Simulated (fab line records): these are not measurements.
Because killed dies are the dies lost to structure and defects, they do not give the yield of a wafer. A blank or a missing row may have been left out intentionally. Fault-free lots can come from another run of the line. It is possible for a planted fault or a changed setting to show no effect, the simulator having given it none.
fab line records + flow n5-finfet
[record]
- lots = 4
- wafers = 12
- last-day = 18
route steps=1938 shown BEOL_M3@931 BEOL_M4@1111 PASSIVATION@1936
lots that met no fault: taken from a fault-free run of the same line
start-h: hours from the record's first day to the start of the lot's first wafer shown + wait-h: hours from the lot's prior step to this one + " unchanged from the row above + L1.1+2: a row that stands for several wafers + - no value, or no start was given + * or withheld: withheld + < > ~ a bound
route shown NAME@n: names a module that has steps shown in the file, with the first one's number in the route + usual: average and standard deviation across the fault-free wafers + same: alike in all rows + chamber/n: place in a boat + sites: each site's reading + _std_site: how widely they spread, as a standard deviation + _edge_site: inner sites' mean taken away from outer sites' mean + radius-mm: for every site, how far away it sits from the centre of the wafer + mask NAME#n: copy n + behind: the tool/chamber that last shaped the wafer + hold: why the lot went on hold/how many hours it stayed there/how the hold came to an end + device: names the non-switching transistor (n, p or np) + end of line: tests run on the same wafers once the route is complete + step lacking rows: just its recipe + killed: the dies lost at the first sort to structure and to defects; this is not the yield of the wafer + map: a wafer's dies, x killed, . not, _ none there
set.NAME: the setting the step ran with; set.NAME@STEP: the setting that earlier step ran with + model.NAME: the simulator's own value behind a step, which no gauge read
lots at some steps of the route; a table a step, a row a wafer
services: a tool's chamber out of use, with start hour (start-h, from the record's first day; less than 0 if before it), hours out, and reason
[[steps]]
[step N5_BEOL_M3_ILD_DEP_00]
[recipe]
- material = SiOC
- target-thk-a = 790
- temp-c = 350
- precursor = DEMS/O2
- pressure-torr = 5
- rf-w = 500
- time-s = 15.3
[step N5_BEOL_M3_PECVD_72]
[recipe]
- material = SiO2
- target-thk-a = 160
- temp-c = 400
- precursor = TEOS/O2
- pressure-torr = 5.5
- rf-w = 450
- teos-flow-sccm = 53.8
- gas = O2
- flow-sccm = 3000
- time-s = 18
[step N5_BEOL_M3_HM_DEP_02]
[recipe]
- material = TiN
- target-thk-a = 200
- temp-c = 25
- chamber-pressure-pa = 0.49996
[step N5_BEOL_M3_COAT_61]
[recipe]
- resist = SOC
- temp-c = 250
- time-s = 60
- spin-rpm = 1500
- resist-thk-nm = 60
[step N5_BEOL_M3_COAT_62]
[recipe]
- resist = SiARC
- temp-c = 220
- time-s = 60
- spin-rpm = 1500
- resist-thk-nm = 12
[step N5_BEOL_M3_COAT_73]
[recipe]
- resist = underlayer
- temp-c = 205
- time-s = 60
- spin-rpm = 1500
- resist-thk-nm = 5
[step N5_BEOL_M3_COAT_05]
[recipe]
- resist = CAR-EUV
- spin-rpm = 1500
- resist-thk-nm = 30
[step N5_BEOL_M3_EBR_07]
[recipe]
- solvent = PGMEA
- ebr-width-mm = 1.5
[step N5_BEOL_M3_SOFTBAKE_06]
[recipe]
- temp-c = 110
- time-s = 60
- resist = CAR-EUV
[step N5_BEOL_M3_EXPOSE_08]
[recipe]
- mask-id = M3
- na = 0.33
- source-shape = dipole
- sigma-inner = 0.369
- sigma-outer = 0.767
- polarization = unpolarized
- dose-mj = 33
[usual]
- exposure-dose-mJ-cm2 = 32.90/0.043
| lot.wafer | tool           | chamber | start-h | wait-h | mask | exposure-dose-mJ-cm2 |
|-----------|----------------|---------|---------|--------|------|----------------------|
| L396.1    | euv-scanner-01 | 0       | 217.08  | -      | M3#0 | 34.13                |
| L396.5    | "              | 0       | "       | "      | M3#0 | 34.13                |
| L396.6    | "              | 0       | "       | "      | M3#0 | 34.09                |
| L403.3    | euv-scanner-02 | 0       | 237.94  | -      | M3#0 | 32.89                |
| L403.4    | "              | 0       | "       | "      | M3#0 | 32.91                |
| L403.5    | "              | 0       | "       | "      | M3#0 | 32.98                |
| L401.1    | euv-scanner-01 | 0       | 245.69  | -      | M3#0 | 33.66                |
| L401.3    | "              | 0       | "       | "      | M3#0 | 33.59                |
| L401.5    | "              | 0       | "       | "      | M3#0 | 33.65                |
| L407.2    | euv-scanner-02 | 0       | 276.63  | -      | M3#0 | 32.89                |
| L407.4    | "              | 0       | "       | "      | M3#0 | 32.89                |
| L407.6    | "              | 0       | "       | "      | M3#0 | 32.88                |
[step N5_BEOL_M3_PEB_09]
[recipe]
- peb-temp-c = 100
- peb-time-s = 60
- resist = CAR-EUV
[step N5_BEOL_M3_DEVELOP_10]
[recipe]
- develop-time-s = 30
- developer = TMAH
- resist = CAR-EUV
- rinse-liquid = surfactant-rinse
- dry = air-spin
- dev-temp-c = 23
[step N5_BEOL_M3_CD_MEAS_11]
[recipe]
- target-cd-nm = 17.05
- landing-energy-ev = 500
- detector = se-inlens
- polarity = opening
[usual]
- cd-nm = 17.12/0.22
| lot.wafer | tool      | chamber | start-h | wait-h | cd-nm |
|-----------|-----------|---------|---------|--------|-------|
| L396.1    | cd-sem-01 | 0       | 217.20  | -      | 17.51 |
| L396.5    | "         | 0       | "       | "      | 17.95 |
| L396.6    | "         | 0       | "       | "      | 17.68 |
| L403.3    | cd-sem-01 | 0       | 238.06  | -      | 16.97 |
| L403.4    | "         | 0       | "       | "      | 17.13 |
| L403.5    | "         | 0       | "       | "      | 16.73 |
| L401.1    | cd-sem-03 | 0       | 245.81  | -      | 17.49 |
| L401.3    | "         | 0       | "       | "      | 17.46 |
| L401.5    | "         | 0       | "       | "      | 18.09 |
| L407.2    | cd-sem-01 | 0       | 276.75  | -      | 16.86 |
| L407.4    | "         | 0       | "       | "      | 17.01 |
| L407.6    | "         | 0       | "       | "      | 17.06 |
[step N5_BEOL_M3_DESCUM_16]
[recipe]
- chemistry = O2
- time-s = 7
- source-power-w = 50
- bias-power-w = 20
- pressure-mtorr = 20
- rf-frequency-hz = 2.712e+07
- temp-c = 40
- resist = CAR-EUV
- o2-flow-sccm = 225
[step N5_BEOL_M3_ETCH_74]
[recipe]
- chemistry = N2/H2
- target = underlayer
- target-depth-a = 65
- mask-material = CAR-EUV
- time-s = 5.2
- ion-energy-ev = 200
- pressure-mtorr = 30
- source-w = 840
- bias-w = 150
- n2-flow-sccm = 200
- h2-flow-sccm = 200
- ends = cleared
[usual]
- drypump-motor-current-A = 5.6/0.34
- etch-rf-on-time-s = 5.22/0.2
- oes-product-au = 0.67/0.056
- rf-vpp-V = 523.3/2.9
- showerhead-plenum-p-Torr = 2.52/0.09
- throttle-valve-pct = 17.86/0.19
| lot.wafer | tool        | chamber | start-h | wait-h | drypump-motor-current-A | etch-rf-on-time-s | oes-product-au | rf-hours-counter-h | rf-vpp-V | showerhead-plenum-p-Torr | throttle-valve-pct | model.BEOL_M3.cd-offset-nm |
|-----------|-------------|---------|---------|--------|-------------------------|-------------------|----------------|--------------------|----------|--------------------------|--------------------|----------------------------|
| L396.1    | rie-diel-02 | 1       | 217.36  | 0.0    | 5.4                     | 4.92              | 0.74           | 73                 | 528.4    | 2.67                     | 17.57              | 0.8                        |
| L396.5    | "           | 1       | "       | "      | 5.4                     | 4.92              | 0.73           | -                  | 527.2    | 2.67                     | 17.55              | 0.8                        |
| L396.6    | "           | 2       | "       | "      | 5.5                     | 4.89              | 0.65           | -                  | 523.2    | 2.51                     | 17.80              | 1                          |
| L403.3    | rie-diel-02 | 3       | 238.21  | 0.0    | 5.7                     | 5.55              | 0.60           | 211                | 523.1    | 2.40                     | 17.93              | 0.2                        |
| L403.4    | "           | 0       | "       | "      | 5.6                     | 5.41              | 0.68           | 115                | 521.3    | 2.47                     | 17.89              | 0.2                        |
| L403.5    | "           | 0       | "       | "      | 5.5                     | 5.39              | 0.67           | -                  | 519.1    | 2.47                     | 17.87              | 0.6                        |
| L401.1    | rie-diel-02 | 1       | 246.09  | 0.0    | 5.4                     | 4.90              | 0.72           | 82                 | 526.2    | 2.67                     | 17.61              | 0.6                        |
| L401.3    | "           | 2       | "       | "      | 5.5                     | 4.84              | 0.64           | 195                | 524.3    | 2.50                     | 17.86              | 0.6                        |
| L401.5    | "           | 3       | "       | "      | 5.7                     | 5.55              | 0.61           | -                  | 520.1    | 2.40                     | 17.93              | 0.6                        |
| L407.2    | rie-diel-06 | 0       | 277.07  | 0.0    | 5.5                     | 5.20              | 0.76           | 44                 | 523.0    | 2.48                     | 17.55              | 0                          |
| L407.4    | "           | 3       | "       | "      | 5.8                     | 5.23              | 0.59           | 223                | 524.4    | 2.51                     | 17.99              | 0                          |
| L407.6    | "           | 1       | "       | "      | 5.4                     | 5.23              | 0.69           | -                  | 523.8    | 2.55                     | 17.67              | 0                          |
[step N5_BEOL_M3_ETCH_63]
[recipe]
- chemistry = CF4
- target = SiARC
- target-depth-a = 156
- mask-material = CAR-EUV
- time-s = 26
- ion-energy-ev = 80
- pressure-mtorr = 40
- source-w = 545
- bias-w = 36
- Ar_flow_sccm = 100
- cf4-flow-sccm = 100
- ends = cleared
[step N5_BEOL_M3_ETCH_64]
[recipe]
- chemistry = N2/H2
- target = SOC
- target-depth-a = 750
- overetch-a = 150
- mask-material = SiARC
- temp-c = 40
- time-s = 112.5
- ion-energy-ev = 200
- pressure-mtorr = 30
- source-w = 840
- bias-w = 150
- n2-flow-sccm = 200
- h2-flow-sccm = 200
[step N5_BEOL_M3_STRIP_65]
[recipe]
- chemistry = N2/H2
- temp-c = 40
- n2-flow-sccm = 200
- h2-flow-sccm = 200
- rf-frequency-hz = 6e+07
[step N5_BEOL_M3_STRIP_75]
[recipe]
- chemistry = N2/H2
- temp-c = 40
- n2-flow-sccm = 200
- h2-flow-sccm = 200
- rf-frequency-hz = 6e+07
[step N5_BEOL_M3_STRIP_66]
[recipe]
- chemistry = CF4
- resist = SiARC
- power-w = 300
- bias-power-w = 75
- pressure-mtorr = 50
- cf4-flow-sccm = 150
- rf-frequency-hz = 6e+07
[step N5_BEOL_M3_HM_OPEN_17]
[recipe]
- chemistry = Cl2/BCl3
- target-depth-a = 200
- overetch-a = 60
- target = TiN
- mask-material = SOC
- ion-energy-ev = 150
- pressure-mtorr = 10
- icp-w = 1000
- bias-w = 126
- Cl2_flow_sccm = 53.25
- bcl3-flow-sccm = 21.75
- Ar_flow_sccm = 25
[usual]
- drypump-motor-current-A = 5.68/0.15
- mfc-ar-sccm = 24.99/0.068
- mfc-cl2-sccm = 53.26/0.18
- oes-product-au = 0.71/0.074
- throttle-valve-pct = 22.24/0.25
| lot.wafer | tool         | chamber | start-h | wait-h | drypump-motor-current-A | mfc-ar-sccm | mfc-cl2-sccm | oes-product-au | rf-hours-counter-h | throttle-valve-pct | model.BEOL_M3.cd-offset-nm |
|-----------|--------------|---------|---------|--------|-------------------------|-------------|--------------|----------------|--------------------|--------------------|----------------------------|
| L396.1    | rie-metal-02 | 1       | 217.57  | 0.0    | 5.36                    | 25.15       | 53.06        | 0.71           | 31                 | 22.11              | 1                          |
| L396.5    | "            | 1       | "       | "      | 5.30                    | 24.90       | 53.25        | 0.71           | -                  | 22.09              | 0.8                        |
| L396.6    | "            | 0       | "       | "      | 5.65                    | 25.08       | 53.68        | 0.69           | -                  | 21.86              | 1.2                        |
| L403.3    | rie-metal-01 | 0       | 238.46  | 0.1    | 5.72                    | 25.06       | 53.48        | 0.77           | -                  | 22.25              | -0.4                       |
| L403.4    | "            | 1       | "       | "      | 5.82                    | 24.97       | 53.36        | 0.77           | -                  | 22.47              | 0.2                        |
| L403.5    | "            | 0       | "       | "      | 5.73                    | 24.97       | 53.56        | 0.77           | -                  | 22.25              | 0.2                        |
| L401.1    | rie-metal-01 | 0       | 246.31  | 0.0    | 5.73                    | 24.97       | 53.41        | 0.76           | 12                 | 22.26              | 0.6                        |
| L401.3    | "            | 1       | "       | "      | 5.85                    | 24.92       | 53.02        | 0.76           | -                  | 22.49              | 0.8                        |
| L401.5    | "            | 0       | "       | "      | 5.73                    | 24.93       | 53.41        | 0.76           | -                  | 22.26              | 0                          |
| L407.2    | rie-metal-02 | 0       | 277.29  | 0.0    | 5.66                    | 24.96       | 53.10        | 0.68           | 41                 | 21.86              | -0.2                       |
| L407.4    | "            | 1       | "       | "      | 5.30                    | 24.89       | 53.11        | 0.71           | -                  | 22.09              | 0                          |
| L407.6    | "            | 0       | "       | "      | 5.64                    | 24.96       | 53.13        | 0.69           | -                  | 21.84              | -0.2                       |
[step N5_BEOL_M3_STRIP_19]
[recipe]
- chemistry = O2
- power-w = 400
- temp-c = 40
- pressure-mtorr = 30
- rf-frequency-hz = 6e+07
- bias-power-w = 0
- overash-fraction = 0.2
- o2-flow-sccm = 225
[step N5_BEOL_M3_COAT_67]
[recipe]
- resist = SOC
- temp-c = 250
- time-s = 60
- spin-rpm = 1500
- resist-thk-nm = 60
[step N5_BEOL_M3_COAT_68]
[recipe]
- resist = SiARC
- temp-c = 220
- time-s = 60
- spin-rpm = 1500
- resist-thk-nm = 12
[step N5_BEOL_M3_COAT_76]
[recipe]
- resist = underlayer
- temp-c = 205
- time-s = 60
- spin-rpm = 1500
- resist-thk-nm = 5
[step N5_BEOL_M3_COAT_22]
[recipe]
- resist = CAR-EUV
- spin-rpm = 1500
- resist-thk-nm = 30
[step N5_BEOL_M3_EBR_24]
[recipe]
- solvent = PGMEA
- ebr-width-mm = 1.5
[step N5_BEOL_M3_SOFTBAKE_23]
[recipe]
- temp-c = 110
- time-s = 60
- resist = CAR-EUV
[step N5_BEOL_M3_EXPOSE_25]
[recipe]
- mask-id = V2
- na = 0.33
- source-shape = quasar
- sigma-inner = 0.2
- sigma-outer = 0.8
- polarization = unpolarized
- defocus-nm = 5
- dose-mj = 63
[step N5_BEOL_M3_PEB_26]
[recipe]
- peb-temp-c = 100
- peb-time-s = 60
- resist = CAR-EUV
[step N5_BEOL_M3_DEVELOP_27]
[recipe]
- develop-time-s = 30
- developer = TMAH
- resist = CAR-EUV
- rinse-liquid = surfactant-rinse
- dry = air-spin
- dev-temp-c = 23
[step N5_BEOL_M3_DESCUM_33]
[recipe]
- chemistry = O2
- time-s = 7
- source-power-w = 50
- bias-power-w = 20
- pressure-mtorr = 20
- rf-frequency-hz = 2.712e+07
- temp-c = 40
- resist = CAR-EUV
- o2-flow-sccm = 225
[step N5_BEOL_M3_ETCH_77]
[recipe]
- chemistry = N2/H2
- target = underlayer
- target-depth-a = 65
- mask-material = CAR-EUV
- time-s = 5.2
- ion-energy-ev = 200
- pressure-mtorr = 30
- source-w = 840
- bias-w = 150
- n2-flow-sccm = 200
- h2-flow-sccm = 200
- ends = cleared
[step N5_BEOL_M4_RC_MEAS_101]
[usual]
- DIBL_N = 36.5/2.1
- DIBL_P = 36.6/2.6
- IOFF_N = 0.17/0.044
- IOFF_P = 0.21/0.048
- ION_N = 674/17
- ION_P = 462/9.5
- SS_N = 71.6/0.77
- SS_P = 73.5/0.72
- VT_N = 250/4.2
- VT_P = -250/3.9
| lot.wafer | tool      | chamber | start-h | wait-h | DIBL_N[mV/V] | DIBL_P[mV/V] | IOFF_N[nA/um] | IOFF_P[nA/um] | ION_N[uA/um] | ION_P[uA/um] | SS_N[mV/dec] | SS_P[mV/dec] | VT_N[mV] | VT_P[mV] |
|-----------|-----------|---------|---------|--------|--------------|--------------|---------------|---------------|--------------|--------------|--------------|--------------|----------|----------|
| L396.1    | prober-02 | 0       | 256.87  | 0.0    | 37.4         | 36.7         | 0.18          | 0.20          | 687          | 463          | 71.2         | 73.7         | 247      | -252     |
| L396.5    | "         | 0       | "       | "      | 37.1         | 36.7         | 0.17          | 0.20          | 680          | 463          | 71.1         | 74.0         | 247      | -252     |
| L396.6    | "         | 0       | "       | "      | 35.8         | 35.7         | 0.14          | 0.17          | 673          | 456          | 70.4         | 73.7         | 251      | -257     |
| L403.3    | prober-02 | 0       | 278.24  | 0.3    | 33.7         | 33.3         | 0.11          | 0.16          | 637          | 446          | 70.9         | 72.8         | 257      | -258     |
| L403.4    | "         | 0       | "       | "      | 40.4         | 39.2         | 0.28          | 0.24          | 678          | 456          | 73.8         | 74.6         | 247      | -252     |
| L403.5    | "         | 0       | "       | "      | 36.2         | 33.4         | 0.16          | 0.16          | 656          | 443          | 73.5         | 72.9         | 258      | -256     |
| L401.1    | prober-02 | 0       | 299.86  | 0.0    | 37.1         | 37.3         | 0.15          | 0.19          | 649          | 446          | 71.8         | 73.7         | 250      | -255     |
| L401.3    | "         | 0       | "       | "      | 36.4         | 39.2         | 0.17          | 0.23          | 682          | 463          | 71.4         | 74.4         | 249      | -252     |
| L401.5    | "         | 0       | "       | "      | 34.2         | 35.2         | 0.13          | 0.18          | 664          | 459          | 71.0         | 73.3         | 253      | -251     |
| L407.2    | prober-01 | 0       | 323.80  | 0.2    | 37.9         | 38.0         | 0.16          | 0.21          | 662          | 452          | 72.5         | 73.2         | 251      | -252     |
| L407.4    | "         | 0       | "       | "      | 40.2         | 41.2         | 0.25          | 0.27          | 702          | 471          | 72.6         | 74.1         | 242      | -245     |
| L407.6    | "         | 0       | "       | "      | 37.2         | 37.0         | 0.16          | 0.20          | 666          | 450          | 72.0         | 73.9         | 250      | -253     |
[step N5_PASSIVATION_PROBE_49]
[usual]
- defect-limited-yield = 91.2/1.5
- killed_at_M0_to_M3 = 36/10
- killed_at_M4_up = 14/5.2
- killed-at-contacts = 12/6
- killed-at-front-end = 37/10
- killed-at-other = 4/3.3
- killed-dies = 104/18
- killed-open = 68/14
- killed-short = 34/7.4
- sort_bin_4_leakage = 0.01/0.04
- sort_bin_5_function = 5.2/1
- sort_bin_6_memory = 3.3/0.7
- sort-n-pass = 1076/18
- sort-yield-pct = 91.2/1.5
[same]
- gross-dies = 1180
- killed-at-back-side = 0
- sort_bin_8_speed[%] = 0
| lot.wafer | tool      | chamber | start-h | wait-h | defect-limited-yield[%] | killed_at_M0_to_M3 | killed_at_M4_up | killed-at-contacts | killed-at-front-end | killed-at-other | killed-dies | killed-open | killed-short | sort_bin_4_leakage[%] | sort_bin_5_function[%] | sort_bin_6_memory[%] | sort-n-pass | sort-yield-pct[%] |
|-----------|-----------|---------|---------|--------|-------------------------|--------------------|-----------------|--------------------|---------------------|-----------------|-------------|-------------|--------------|-----------------------|------------------------|----------------------|-------------|-------------------|
| L396.1    | prober-01 | -       | 377.98  | 0.0    | 84.6                    | 111                | 11              | 13                 | 42                  | 5               | 182         | 69          | 29           | 0                     | 8.7                    | 6.0                  | 998         | 84.6              |
| L396.5    | prober-01 | -       | 378.18  | 0.2    | 82.3                    | 121                | 21              | 10                 | 49                  | 8               | 209         | 81          | 48           | 0                     | 10.4                   | 6.2                  | 971         | 82.3              |
| L396.6    | prober-01 | -       | 378.23  | 0.3    | 83.2                    | 126                | 17              | 10                 | 40                  | 5               | 198         | 62          | 43           | 0                     | 10.0                   | 5.7                  | 982         | 83.2              |
| L401.1    | prober-02 | -       | 419.59  | 0.0    | 90.3                    | 48                 | 9               | 15                 | 41                  | 1               | 114         | 65          | 39           | 0                     | 5.5                    | 3.8                  | 1066        | 90.3              |
| L401.3    | prober-02 | -       | 419.69  | 0.1    | 90.4                    | 37                 | 9               | 28                 | 31                  | 8               | 113         | 66          | 34           | 0                     | 5.9                    | 3.4                  | 1067        | 90.4              |
| L401.5    | prober-02 | -       | 419.79  | 0.2    | 88.1                    | 62                 | 17              | 23                 | 33                  | 6               | 141         | 70          | 55           | 0                     | 7.5                    | 3.9                  | 1039        | 88.1              |
| L407.2    | prober-02 | -       | 439.47  | 0.1    | 88.9                    | 74                 | 11              | 7                  | 28                  | 11              | 131         | 96          | 34           | 0                     | 6.3                    | 4.6                  | 1049        | 88.9              |
| L407.4    | prober-02 | -       | 439.57  | 0.2    | 90.8                    | 39                 | 19              | 8                  | 38                  | 4               | 108         | 77          | 30           | 0                     | 5.7                    | 3.1                  | 1072        | 90.8              |
| L407.6    | prober-02 | -       | 439.67  | 0.3    | 92.1                    | 38                 | 18              | 8                  | 27                  | 2               | 93          | 67          | 26           | 0                     | 4.6                    | 3.1                  | 1087        | 92.1              |
// killed by level:class
L396.1 BEOL_M3:area-expose=81 FIN_SAQP:geometric-particle:open=13 MOL_CONTACT_COAG:geometric-particle:open=11 BEOL_M0_SAQP:geometric-particle:open=8 FIN_SAQP:geometric-particle:short=7 STI_FIN_REVEAL:geometric-particle:open=7 BEOL_M0_SAQP:geometric-particle:short=6 BEOL_M2:geometric-particle:open=6
L396.5 BEOL_M3:area-expose=77 BEOL_M0_SAQP:geometric-particle:short=20 FIN_SAQP:geometric-particle:short=11 STI_FIN_REVEAL:geometric-particle:open=11 FIN_SAQP:geometric-particle:open=8 MOL_CONTACT_COAG:geometric-particle:open=8 BEOL_M4:geometric-particle:open=8 BEOL_M0_SAQP:geometric-particle:open=7
L396.6 BEOL_M3:area-expose=89 BEOL_M0_SAQP:geometric-particle:short=11 BEOL_M0_SAQP:geometric-particle:open=11 FIN_SAQP:geometric-particle:short=10 FIN_SAQP:geometric-particle:open=8 MOL_CONTACT_COAG:geometric-particle:open=8 BEOL_M3:geometric-particle:open=8 STARTING-WAFER:geometric-particle:short=8
L401.1 BEOL_M0_SAQP:geometric-particle:short=13 FIN_SAQP:geometric-particle:open=10 MOL_CONTACT_COAG:geometric-particle:open=10 BEOL_M0_SAQP:geometric-particle:open=8 BEOL_M3:area-expose=8 FIN_SAQP:geometric-particle:short=5 MOL_CONTACT_COAG:geometric-particle:short=5 BEOL_M2:geometric-particle:open=5
L401.3 MOL_CONTACT_COAG:geometric-particle:open=23 BEOL_M3:area-expose=11 BEOL_M3:geometric-particle:short=7 STI_FIN_REVEAL:geometric-particle:open=6 BEOL_M2:geometric-particle:open=6 DUMMY_GATE:geometric-particle:open=5 MOL_CONTACT_COAG:geometric-particle:short=5 BEOL_M4:geometric-particle:open=4
L401.5 BEOL_M0_SAQP:geometric-particle:open=16 BEOL_M3:area-expose=16 MOL_CONTACT_COAG:geometric-particle:open=15 BEOL_M0_SAQP:geometric-particle:short=12 MOL_CONTACT_COAG:geometric-particle:short=8 BEOL_M3:geometric-particle:open=7 GATE_CUT:geometric-particle:short=5 BEOL_M5:geometric-particle:short=5
L407.2 BEOL_M1:geometric-particle:open=19 BEOL_M3:geometric-particle:open=11 BEOL_M0_SAQP:geometric-particle:short=10 BEOL_M0_SAQP:geometric-particle:open=10 BEOL_M2:geometric-particle:open=8 STI_FIN_REVEAL:geometric-particle:open=7 MOL_CONTACT_COAG:geometric-particle:open=7 PASS1_CAP:geometric-particle:open=6
L407.4 FIN_SAQP:geometric-particle:open=10 BEOL_M2:geometric-particle:open=9 STI_FIN_REVEAL:geometric-particle:open=9 BEOL_M1:geometric-particle:open=9 MOL_CONTACT_COAG:geometric-particle:open=6 BEOL_M0_SAQP:geometric-particle:short=6 BEOL_M3:geometric-particle:open=5 BEOL_M4:geometric-particle:open=5
L407.6 BEOL_M3:geometric-particle:open=11 BEOL_M2:geometric-particle:open=9 BEOL_M1:geometric-particle:open=8 BEOL_M4:geometric-particle:open=8 DUMMY_GATE:geometric-particle:open=7 MOL_CONTACT_COAG:geometric-particle:open=6 FIN_SAQP:geometric-particle:open=5 STI_FIN_REVEAL:geometric-particle:open=4
// map L396.5 (x killed, . not)
_________________....x....xx.________________
______________...x..x..........._____________
___________....xx............xx....__________
__________..........x.....xx........_________
________......x.x......x.....x.......x_______
_______x.............x.......x.........______
______......x.......x.x.....x.......x.x._____
_____.x.x....................x...........____
____x....x.....x.....x.x..........xx.x....___
___.x..x.......x......x....x..x...x.xxx....__
___......xxx.x.........x.......x...x....x.x__
__...............xxx..........xx....xx.x...._
__.........x..........x..x..x........x.....x_
_......x.....x.............x......x.xx......x
_....x.x...x..........................x......
_....x.x...xx........x..x...........x...x....
_....x.....x.....x.....x.....................
_x..x..x.....x...xx...............xx.........
_x..x......x...x........x....xx........xx...x
_.x...x..x.....x..x....xxx............x..x...
_x.....x..x...........x....x........x..x..xxx
__...........x........x....x.......x...xx..._
__.......x.....x..x...x.......xx...........x_
___x..x...x...............x..x....xx.......__
___..x...xx.....x..........x.....x.x....x..__
____x......xx...x...x.....xx.x.....x...x..___
_____....x.........x.xx...x.x..x.........____
______...x.....x.x....x......x.....x.x.x_____
_______x..x.....x.x..xx.xx..xx.....x...______
________......x.....x.x.........x....._______
__________..........x..............._________
___________.xx.x.........xx..x..x..__________
______________..x..x............_____________
_________________............________________
// map L401.5 (x killed, . not)
_________________........x...________________
______________.......x.....x...._____________
___________....x..........x..x.....__________
__________x.......x........xxx..x..x_________
________.............x.........x......_______
_______........x.........x...x........x______
______.x.x.............x.....x.........._____
_____...x....x...x...x....xx........x....____
____..xx..........x.................x.....___
___.......x..............x.....x...........__
___...x.......xx..x...................x....__
__.......x..............x.x................._
__...........x....x...x..............x.x...._
_...................xx.......................
_.......x..x......x........xx..x.............
_.xx.............x...xx..............x......x
_.xx.....x..x...x................x......x.x..
_..........x...x....................x........
_..............................x.............
_.......x..x....x...xx...................x.x.
_...............................x............
__..............x......................x...._
__.......x...........x......................_
___.......x....x.x.......x......x..........__
___.......x.x....xxx....x...x...x..........__
____.......x....x..x....x..x..........x...___
_____........x...............x....x...x.x____
______..x.............x.x.....x.x.x....._____
_______.........x..........x.........x.______
________......x.....x...x.x.....x.x..._______
__________.xx........x.............._________
___________...........x............__________
______________x...x..xx...xx..x._____________
_________________.......x...x________________
[[services]]
| tool           | chamber | start-h | hours | kind        |
|----------------|---------|---------|-------|-------------|
| rie-metal-01   | -       | 193.38  | 14.6  | pm          |
| euv-scanner-02 | -       | 209.83  | 1.0   | pm          |
| euv-scanner-01 | 0       | 216.25  | -     | calibration |
| rie-metal-02   | 1       | 225.03  | 36.0  | repair      |
| euv-scanner-01 | -       | 225.53  | 1.0   | pm          |
| rie-diel-02    | 3       | 230.01  | 2.4   | repair      |
| rie-diel-02    | 0       | 252.10  | 6.5   | repair      |
| euv-scanner-02 | -       | 259.35  | 4.0   | repair      |
| euv-scanner-02 | -       | 263.37  | 4.6   | pm          |
| euv-scanner-01 | -       | 272.72  | 2.7   | repair      |
[[key]]
[first-sign]
- step = N5_BEOL_M3_EXPOSE_08
- reading = exposure-dose-mJ-cm2
- direction = up
- sigmas = 23
- usual = 32.90
- struck = 33.88
[effect]
- step = N5_BEOL_M3_CD_MEAS_11
- reading = cd-nm
- direction = up
- sigmas = 2.6
- usual = 17.12
- struck = 17.69
- through = control-loop
[effect]
- step = N5_PASSIVATION_PROBE_49
- reading = killed_at_M0_to_M3
- direction = up
- sigmas = 4.6
- usual = 36
- struck = 84
- wafers-moved = 3
[model-effect]
- step = N5_BEOL_M3_ETCH_74
- value = BEOL_M3.cd-offset-nm
- without = 0.1333
- struck = 0.7333
[model-effect]
- step = N5_BEOL_M3_HM_OPEN_17
- value = BEOL_M3.cd-offset-nm
- without = 0.1333
- struck = 0.7333
[more-kills-born-at]
- N5_BEOL_M3_EXPOSE_08@euv-scanner-01 = 282
met-at N5_BEOL_M3_EXPOSE_08
struck-wafers L396.1,L396.5,L396.6,L401.1,L401.3,L401.5
[loop-trim]
- step = N5_BEOL_M3_EXPOSE_08
- setting = dose
- lots = L401
[fault]
- kind = process-parameter-drift
- tool = euv-scanner-01
- chamber = -
- onset-h = 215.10
- steps = N5_BEOL_M3_EXPOSE_08
- channel = dose-mj
- offset = 1.1902
- shape = step
- acts-in = these-recipes-only
- stated = 33
// loop-trim: a control loop set the setting to another value than it would have without faults
